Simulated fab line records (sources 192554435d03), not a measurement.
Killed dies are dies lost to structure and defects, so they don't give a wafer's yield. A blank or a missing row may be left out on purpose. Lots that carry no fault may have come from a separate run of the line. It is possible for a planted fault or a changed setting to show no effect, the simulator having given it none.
8D (eight disciplines) problem report, filled in by code / flow n5_finfet / the parts of the form that need people (team, actions taken, sign-off) are left out

## 1. WHAT IS WRONG
Mean of spin_speed_rpm at N5_BEOL_M0_SAQP_COAT_72: 1321.3 rpm across 6 wafers in 2 lots; on wafers with no fault it is 1500.2 rpm (standard deviation 0.99). So: -99 or more standard deviations from the usual mean.
The step: time 60 s, resist thk 15 nm.
First observed at day 8 20:02: wafer L192.2, on litho_track-03. Wafers with a number at this step in the record: 28, from 10 lots. Rule for "out" (also "out of limits"): further than 4 standard deviations from the usual mean. The rest of the wafers with a number are treated as sound.

## 2. WHAT IT IS, WHAT IT ISN'T
question=which readings at this step | is=spin_speed_rpm | is not=-
question=which lots | is=L192, L194 | is not=L181, L182, L185, L187, L191, L197, L198, L202
question=which wafers of those lots | is=all that have a number | is not=-
question=read on which tools | is=litho_track-03 | is not=litho_track-01, litho_track-04
question=when | is=from day 8 20:02 | is not=up to then (15 sound wafers); but 7 sound wafers of L197, L198, L202 came after

## 3. SUSPECTS, AND WHAT RULES EACH OUT
Counting: a tool stays on the suspect list if, at a process step up to the reading, it processed all lots that are out and no sound lot following the first of them.
- litho_track-03 at N5_BEOL_M0_SAQP_COAT_72 (time 60 s, resist thk 15 nm): kept. It ran every lot that is out, first L192 (day 8 20:02), and no sound lot after that; its last sound lot up to then is L191 (day 8 14:27). On those wafers its own readings are out: spin_speed_rpm.
The count leaves litho_track-03 at N5_BEOL_M0_SAQP_COAT_72.

## 4. THE CAUSE (what the simulator had put in)
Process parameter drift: litho_track-03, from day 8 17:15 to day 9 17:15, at N5_BEOL_M0_SAQP_COAT_72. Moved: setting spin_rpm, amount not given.
After counting, this tool was the only one left.

## 5. THE CHAIN OF EFFECTS, in route order
Each row: a reading where the mean over the struck wafers with a number is more than 3 standard deviations away from the usual. Only readings whose record carries a usual standard deviation are examined. hours: median over the lots of the time between each lot's start at the first step of this table that gives one and its start at this step. sigmas: the change, counted in usual standard deviations.
hours=0; step=N5_BEOL_M0_SAQP_COAT_72; reading=spin_speed_rpm; usual=1500.2 rpm; on struck wafers=1321.3; change=-178.9; sigmas=-99 or more
Here are the process steps it includes:
- N5_BEOL_M0_SAQP_COAT_72: time 60 s, resist thk 15 nm.
Later steps that measure or inspect, where all struck wafers having a row at the step show a number for every such reading and not one has moved that far: N5_BEOL_M0_SAQP_INSPECT_42, N5_BEOL_M4_RC_MEAS_101.

## 6. WHAT WOULD HAVE CAUGHT IT SOONER
First out-of-limits reading in this record: day 8 20:02, which is 3 hours after fault onset at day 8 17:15.
